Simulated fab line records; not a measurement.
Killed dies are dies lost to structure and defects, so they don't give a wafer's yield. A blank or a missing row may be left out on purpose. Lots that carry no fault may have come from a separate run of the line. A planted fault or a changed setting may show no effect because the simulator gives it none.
Which tool is to blame? / flow n5-finfet / 9 lots with 27 wafers sampled at 5 steps, on a route of 1938 steps

WHAT THE GAUGES READ, wafer by wafer
N5_BEOL_M4_RC_MEAS_101. Usual: DIBL_N 36.4 mV/V, standard deviation 1.7; DIBL_P 36.4 mV/V, standard deviation 2.1; IOFF_N 0.16 nA/um, standard deviation 0.035; IOFF_P 0.21 nA/um, standard deviation 0.035; ION_N 680 uA/um, standard deviation 11; ION_P 465 uA/um, standard deviation 6.8; SS_N 71.5 mV/dec, standard deviation 0.58; SS_P 73.2 mV/dec, standard deviation 0.72; VT_N 249 mV, standard deviation 3.6; VT_P -250 mV, standard deviation 3.1.
lot=L179; measured=day 8 13:37; on=prober-01; DIBL_N (mV/V)=36.0 35.2 37.9; DIBL_P (mV/V)=37.7 36.5 39.5; IOFF_N (nA/um)=0.17 0.16 0.22; IOFF_P (nA/um)=0.24 0.22 0.28; ION_N (uA/um)=685 686 693; ION_P (uA/um)=469 471 476; SS_N (mV/dec)=71.2 71.3 72.1; SS_P (mV/dec)=73.6 73.5 74.4; VT_N (mV)=248 249 247; VT_P (mV)=-250 -250 -246; flag=
lot=L182; measured=day 9 17:30; on=prober-02; DIBL_N (mV/V)=37.9 35.0 37.2; DIBL_P (mV/V)=39.1 34.9 37.8; IOFF_N (nA/um)=0.19 0.13 0.16; IOFF_P (nA/um)=0.23 0.17 0.21; ION_N (uA/um)=686 666 669; ION_P (uA/um)=461 458 459; SS_N (mV/dec)=72.5 70.4 71.7; SS_P (mV/dec)=74.7 73.3 73.2; VT_N (mV)=247 255 251; VT_P (mV)=-251 -254 -252; flag=
lot=L184; measured=day 10 00:14; on=prober-02; DIBL_N (mV/V)=36.7 32.4 36.7; DIBL_P (mV/V)=38.2 33.1 37.7; IOFF_N (nA/um)=0.19 0.12 0.19; IOFF_P (nA/um)=0.24 0.16 0.23; ION_N (uA/um)=682 671 682; ION_P (uA/um)=472 461 465; SS_N (mV/dec)=72.0 71.7 71.5; SS_P (mV/dec)=74.0 72.1 73.9; VT_N (mV)=244 254 246; VT_P (mV)=-249 -253 -250; flag=
lot=L185; measured=day 9 23:12; on=prober-02; DIBL_N (mV/V)=34.2 34.8 37.7; DIBL_P (mV/V)=34.4 34.9 37.7; IOFF_N (nA/um)=0.13 0.14 0.18; IOFF_P (nA/um)=0.18 0.18 0.22; ION_N (uA/um)=689 675 695; ION_P (uA/um)=466 465 468; SS_N (mV/dec)=70.7 72.1 71.9; SS_P (mV/dec)=72.2 72.0 72.7; VT_N (mV)=251 251 248; VT_P (mV)=-254 -253 -252; flag=
lot=L186; measured=day 10 02:14; on=prober-02; DIBL_N (mV/V)=36.5 38.0 40.3; DIBL_P (mV/V)=36.4 39.3 42.2; IOFF_N (nA/um)=0.14 0.19 0.24; IOFF_P (nA/um)=0.19 0.24 0.30; ION_N (uA/um)=686 693 701; ION_P (uA/um)=472 474 475; SS_N (mV/dec)=72.0 71.2 72.4; SS_P (mV/dec)=73.6 73.5 74.3; VT_N (mV)=251 249 244; VT_P (mV)=-252 -249 -245; flag=
lot=L190; measured=day 11 12:10; on=prober-02; DIBL_N (mV/V)=38.0 34.5 38.1; DIBL_P (mV/V)=36.6 33.9 37.7; IOFF_N (nA/um)=0.19 0.13 0.20; IOFF_P (nA/um)=0.25 0.21 0.28; ION_N (uA/um)=695 676 695; ION_P (uA/um)=473 473 474; SS_N (mV/dec)=72.4 70.4 72.4; SS_P (mV/dec)=73.9 72.5 74.1; VT_N (mV)=243 250 244; VT_P (mV)=-244 -250 -244; flag=
lot=L191; measured=day 11 16:40; on=prober-01; DIBL_N (mV/V)=34.4 36.8 37.4; DIBL_P (mV/V)=34.9 37.8 38.2; IOFF_N (nA/um)=0.12 0.15 0.16; IOFF_P (nA/um)=0.16 0.20 0.20; ION_N (uA/um)=665 668 682; ION_P (uA/um)=453 456 465; SS_N (mV/dec)=69.9 71.1 71.3; SS_P (mV/dec)=72.7 73.4 73.6; VT_N (mV)=255 254 253; VT_P (mV)=-258 -252 -254; flag=
lot=L192; measured=day 11 20:44; on=prober-02; DIBL_N (mV/V)=34.3 32.1 35.0; DIBL_P (mV/V)=33.7 33.2 36.9; IOFF_N (nA/um)=0.13 0.11 0.15; IOFF_P (nA/um)=0.17 0.17 0.20; ION_N (uA/um)=657 669 663; ION_P (uA/um)=460 466 458; SS_N (mV/dec)=71.6 70.7 71.1; SS_P (mV/dec)=72.2 72.4 73.0; VT_N (mV)=254 252 249; VT_P (mV)=-251 -253 -249; flag=
lot=L193; measured=day 12 04:37; on=prober-01; DIBL_N (mV/V)=34.6 35.9 36.6; DIBL_P (mV/V)=35.4 36.7 36.7; IOFF_N (nA/um)=0.13 0.16 0.17; IOFF_P (nA/um)=0.18 0.20 0.19; ION_N (uA/um)=671 684 684; ION_P (uA/um)=468 471 466; SS_N (mV/dec)=69.9 71.1 71.0; SS_P (mV/dec)=72.8 73.8 73.2; VT_N (mV)=252 251 253; VT_P (mV)=-253 -252 -252; flag=

EACH LOT AND THE TOOL THAT RAN IT (in order: tool; ch and the chambers of the sampled wafers; start)
lot=L179; N5_BEOL_M0_SAQP_STRIP_75=rie-diel-06 ch 0,3, day 6 05:40; N5_BEOL_M0_HM_OPEN_105=rie-metal-02 ch 0,1, day 6 07:44; N5_BEOL_M0_ALD_136=ald-metal-04 ch 1,3, day 6 09:22; N5_BEOL_M0_SPUTTER_141=pvd-sputter-03, day 6 11:25
lot=L182; N5_BEOL_M0_SAQP_STRIP_75=rie-diel-06 ch 2,3, day 7 05:08; N5_BEOL_M0_HM_OPEN_105=rie-metal-01 ch 0,1, day 7 06:19; N5_BEOL_M0_ALD_136=ald-metal-04 ch 0,3, day 7 07:56; N5_BEOL_M0_SPUTTER_141=pvd-sputter-02, day 7 10:44
lot=L184; N5_BEOL_M0_SAQP_STRIP_75=rie-diel-06 ch 1,2,3, day 7 11:00; N5_BEOL_M0_HM_OPEN_105=rie-metal-02 ch 0,1, day 7 14:40; N5_BEOL_M0_ALD_136=ald-metal-04 ch 0,2,3, day 7 15:46; N5_BEOL_M0_SPUTTER_141=pvd-sputter-01, day 7 18:13
lot=L185; N5_BEOL_M0_SAQP_STRIP_75=rie-diel-05 ch 1,3, day 7 17:33; N5_BEOL_M0_HM_OPEN_105=rie-metal-01 ch 0,1, day 7 18:25; N5_BEOL_M0_ALD_136=ald-metal-04 ch 0,1,3, day 7 20:08; N5_BEOL_M0_SPUTTER_141=pvd-sputter-01, day 7 21:34
lot=L186; N5_BEOL_M0_SAQP_STRIP_75=rie-diel-03 ch 1,2,3, day 7 21:56; N5_BEOL_M0_HM_OPEN_105=rie-metal-01 ch 0,1, day 7 22:48; N5_BEOL_M0_ALD_136=ald-metal-03 ch 1,2,3, day 7 23:55; N5_BEOL_M0_SPUTTER_141=pvd-sputter-01, day 8 00:50
lot=L190; N5_BEOL_M0_SAQP_STRIP_75=rie-diel-03 ch 1,2, day 9 00:43; N5_BEOL_M0_HM_OPEN_105=rie-metal-02 ch 0,1, day 9 01:48; N5_BEOL_M0_ALD_136=ald-metal-03 ch 2,3, day 9 03:38; N5_BEOL_M0_SPUTTER_141=pvd-sputter-02, day 9 05:52
lot=L191; N5_BEOL_M0_SAQP_STRIP_75=rie-diel-05 ch 1,2, day 9 07:45; N5_BEOL_M0_HM_OPEN_105=rie-metal-03 ch 0,1, day 9 08:41; N5_BEOL_M0_ALD_136=ald-metal-03 ch 1,2, day 9 10:08; N5_BEOL_M0_SPUTTER_141=pvd-sputter-03, day 9 11:08
lot=L192; N5_BEOL_M0_SAQP_STRIP_75=rie-diel-06 ch 0,2,3, day 9 08:52; N5_BEOL_M0_HM_OPEN_105=rie-metal-03 ch 0,1, day 9 09:42; N5_BEOL_M0_ALD_136=ald-metal-04 ch 0,1,3, day 9 12:20; N5_BEOL_M0_SPUTTER_141=pvd-sputter-01, day 9 13:41
lot=L193; N5_BEOL_M0_SAQP_STRIP_75=rie-diel-03 ch 0,1,3, day 9 15:19; N5_BEOL_M0_HM_OPEN_105=rie-metal-01 ch 0,1, day 9 16:05; N5_BEOL_M0_ALD_136=ald-metal-03 ch 1,2,3, day 9 17:45; N5_BEOL_M0_SPUTTER_141=pvd-sputter-01, day 9 18:41
- N5_BEOL_M0_SAQP_STRIP_75: strips in CF4.
- N5_BEOL_M0_HM_OPEN_105: chemistry Cl2/BCl3, target TiN, target depth 12 nm.
- N5_BEOL_M0_ALD_136: deposits TaN, pulse time 2 s, purge time 3 s, co reactant purge time 2 s.
- N5_BEOL_M0_SPUTTER_141: material Cu, target thk 4 nm, time 7.37 s.

WHAT THE TOOLS THEMSELVES READ (means of the sampled wafers that have a number; where no wafer has one, the mark that the record gives instead)
N5_BEOL_M0_SAQP_STRIP_75. Usual: value, then standard deviation, for each; drypump-motor-current-A 5.37 A / 0.27; oes-product-au 0.179 a.u. / 0.023; power-w 300.1 W / 0.85; rf-fwd-power-W 294.3 W / 1.6; rf-vpp-V 271.6 V / 1.3; showerhead-plenum-p-Torr 1.81 Torr / 0.045; throttle-valve-pct 13.57 % / 0.28.
lot=L179; tool=rie-diel-06; drypump-motor-current-A (A)=5.16; oes-product-au (a.u.)=0.172; power-w (W)=299.1; rf-fwd-power-W (W)=293.3; rf-vpp-V (V)=271.8; showerhead-plenum-p-Torr (Torr)=1.84; throttle-valve-pct (%)=13.54; flag=
lot=L182; tool=rie-diel-06; drypump-motor-current-A (A)=5.71; oes-product-au (a.u.)=0.173; power-w (W)=300.6; rf-fwd-power-W (W)=294.1; rf-vpp-V (V)=269.9; showerhead-plenum-p-Torr (Torr)=1.80; throttle-valve-pct (%)=13.88; flag=
lot=L184; tool=rie-diel-06; drypump-motor-current-A (A)=5.56; oes-product-au (a.u.)=0.172; power-w (W)=299.9; rf-fwd-power-W (W)=293.5; rf-vpp-V (V)=270.5; showerhead-plenum-p-Torr (Torr)=1.81; throttle-valve-pct (%)=13.85; flag=
lot=L185; tool=rie-diel-05; drypump-motor-current-A (A)=5.36; oes-product-au (a.u.)=0.183; power-w (W)=299.9; rf-fwd-power-W (W)=296.0; rf-vpp-V (V)=270.8; showerhead-plenum-p-Torr (Torr)=1.77; throttle-valve-pct (%)=13.40; flag=
lot=L186; tool=rie-diel-03; drypump-motor-current-A (A)=5.21; oes-product-au (a.u.)=0.170; power-w (W)=300.5; rf-fwd-power-W (W)=294.5; rf-vpp-V (V)=272.8; showerhead-plenum-p-Torr (Torr)=1.84; throttle-valve-pct (%)=13.75; flag=
lot=L190; tool=rie-diel-03; drypump-motor-current-A (A)=5.25; oes-product-au (a.u.)=0.168; power-w (W)=298.9; rf-fwd-power-W (W)=294.3; rf-vpp-V (V)=270.9; showerhead-plenum-p-Torr (Torr)=1.81; throttle-valve-pct (%)=13.72; flag=
lot=L191; tool=rie-diel-05; drypump-motor-current-A (A)=5.61; oes-product-au (a.u.)=0.215; power-w (W)=300.1; rf-fwd-power-W (W)=294.4; rf-vpp-V (V)=271.0; showerhead-plenum-p-Torr (Torr)=1.80; throttle-valve-pct (%)=13.13; flag=
lot=L192; tool=rie-diel-06; drypump-motor-current-A (A)=5.43; oes-product-au (a.u.)=0.166; power-w (W)=299.4; rf-fwd-power-W (W)=293.8; rf-vpp-V (V)=271.2; showerhead-plenum-p-Torr (Torr)=1.81; throttle-valve-pct (%)=13.76; flag=
lot=L193; tool=rie-diel-03; drypump-motor-current-A (A)=5.46; oes-product-au (a.u.)=0.169; power-w (W)=299.9; rf-fwd-power-W (W)=294.5; rf-vpp-V (V)=271.9; showerhead-plenum-p-Torr (Torr)=1.84; throttle-valve-pct (%)=13.64; flag=

N5_BEOL_M0_HM_OPEN_105. Usual: bcl3-flow-sccm 21.76 sccm, standard deviation 0.061; drypump-motor-current-A 5.7 A, standard deviation 0.35; mfc-ar-sccm 25.00 sccm, standard deviation 0.08; oes-product-au 0.81 a.u., standard deviation 0.13; rf-fwd-power-W 996 W, standard deviation 3.4; throttle-valve-pct 21.97 %, standard deviation 0.25.
lot=L179; tool=rie-metal-02; bcl3-flow-sccm (sccm)=21.84; drypump-motor-current-A (A)=5.2; mfc-ar-sccm (sccm)=25.00; oes-product-au (a.u.)=0.68; rf-fwd-power-W (W)=997; throttle-valve-pct (%)=21.85; flag=
lot=L182; tool=rie-metal-01; bcl3-flow-sccm (sccm)=21.75; drypump-motor-current-A (A)=5.8; mfc-ar-sccm (sccm)=24.99; oes-product-au (a.u.)=0.94; rf-fwd-power-W (W)=995; throttle-valve-pct (%)=22.03; flag=
lot=L184; tool=rie-metal-02; bcl3-flow-sccm (sccm)=21.66; drypump-motor-current-A (A)=5.2; mfc-ar-sccm (sccm)=25.00; oes-product-au (a.u.)=0.68; rf-fwd-power-W (W)=997; throttle-valve-pct (%)=21.86; flag=
lot=L185; tool=rie-metal-01; bcl3-flow-sccm (sccm)=21.75; drypump-motor-current-A (A)=6.0; mfc-ar-sccm (sccm)=24.95; oes-product-au (a.u.)=0.93; rf-fwd-power-W (W)=989; throttle-valve-pct (%)=21.85; flag=
lot=L186; tool=rie-metal-01; bcl3-flow-sccm (sccm)=21.78; drypump-motor-current-A (A)=5.8; mfc-ar-sccm (sccm)=25.12; oes-product-au (a.u.)=0.91; rf-fwd-power-W (W)=996; throttle-valve-pct (%)=22.05; flag=
lot=L190; tool=rie-metal-02; bcl3-flow-sccm (sccm)=21.72; drypump-motor-current-A (A)=5.2; mfc-ar-sccm (sccm)=24.97; oes-product-au (a.u.)=0.67; rf-fwd-power-W (W)=993; throttle-valve-pct (%)=21.86; flag=
lot=L191; tool=rie-metal-03; bcl3-flow-sccm (sccm)=21.75; drypump-motor-current-A (A)=5.8; mfc-ar-sccm (sccm)=25.06; oes-product-au (a.u.)=0.87; rf-fwd-power-W (W)=996; throttle-valve-pct (%)=21.95; flag=
lot=L192; tool=rie-metal-03; bcl3-flow-sccm (sccm)=21.81; drypump-motor-current-A (A)=5.7; mfc-ar-sccm (sccm)=25.12; oes-product-au (a.u.)=0.79; rf-fwd-power-W (W)=996; throttle-valve-pct (%)=22.09; flag=
lot=L193; tool=rie-metal-01; bcl3-flow-sccm (sccm)=21.76; drypump-motor-current-A (A)=5.8; mfc-ar-sccm (sccm)=25.05; oes-product-au (a.u.)=0.89; rf-fwd-power-W (W)=996; throttle-valve-pct (%)=22.08; flag=

N5_BEOL_M0_ALD_136. Usual: heater-power-outer-w 226 W, standard deviation 31; heater-power-w 417 W, standard deviation 56.
lot=L179; tool=ald-metal-04; heater-power-outer-w (W)=256; heater-power-w (W)=456; flag=
lot=L182; tool=ald-metal-04; heater-power-outer-w (W)=250; heater-power-w (W)=468; flag=
lot=L184; tool=ald-metal-04; heater-power-outer-w (W)=246; heater-power-w (W)=466; flag=
lot=L185; tool=ald-metal-04; heater-power-outer-w (W)=243; heater-power-w (W)=453; flag=
lot=L186; tool=ald-metal-03; heater-power-outer-w (W)=196; heater-power-w (W)=373; flag=
lot=L190; tool=ald-metal-03; heater-power-outer-w (W)=195; heater-power-w (W)=344; flag=
lot=L191; tool=ald-metal-03; heater-power-outer-w (W)=187; heater-power-w (W)=342; flag=
lot=L192; tool=ald-metal-04; heater-power-outer-w (W)=245; heater-power-w (W)=454; flag=
lot=L193; tool=ald-metal-03; heater-power-outer-w (W)=195; heater-power-w (W)=363; flag=

N5_BEOL_M0_SPUTTER_141. Usual: substrate-temp-c -20.00 C, standard deviation 0.12; throttle-valve-pct 29.3 %, standard deviation 1.2.
lot=L179; tool=pvd-sputter-03; substrate-temp-c (C)=-19.95; throttle-valve-pct (%)=30.3; flag=
lot=L182; tool=pvd-sputter-02; substrate-temp-c (C)=-19.94; throttle-valve-pct (%)=29.4; flag=
lot=L184; tool=pvd-sputter-01; substrate-temp-c (C)=-19.99; throttle-valve-pct (%)=29.2; flag=
lot=L185; tool=pvd-sputter-01; substrate-temp-c (C)=-19.98; throttle-valve-pct (%)=30.1; flag=
lot=L186; tool=pvd-sputter-01; substrate-temp-c (C)=-19.97; throttle-valve-pct (%)=30.0; flag=
lot=L190; tool=pvd-sputter-02; substrate-temp-c (C)=-20.03; throttle-valve-pct (%)=30.1; flag=
lot=L191; tool=pvd-sputter-03; substrate-temp-c (C)=-20.06; throttle-valve-pct (%)=29.5; flag=
lot=L192; tool=pvd-sputter-01; substrate-temp-c (C)=-19.94; throttle-valve-pct (%)=29.1; flag=
lot=L193; tool=pvd-sputter-01; substrate-temp-c (C)=-20.08; throttle-valve-pct (%)=29.1; flag=

THE ANSWER, worked out from the rows above alone
Rule: lot off if the mean of its wafers having a number is beyond 3 standard deviations from the usual mean. Also off: a lot with no number at a reading for which 4 or more lots have one. The other lots that the step has rows for count as sound. Order of review: gauges by route order, followed by the tools' own readings, for which a lot's mean as printed above is used. The first step at which some lot is off is used, and at that step the reading that is off furthest; a lot without a number counts as furthest.
None of the lots is off at any reading shown; this tells nothing.

WHAT WAS PUT IN BY THE SIMULATOR
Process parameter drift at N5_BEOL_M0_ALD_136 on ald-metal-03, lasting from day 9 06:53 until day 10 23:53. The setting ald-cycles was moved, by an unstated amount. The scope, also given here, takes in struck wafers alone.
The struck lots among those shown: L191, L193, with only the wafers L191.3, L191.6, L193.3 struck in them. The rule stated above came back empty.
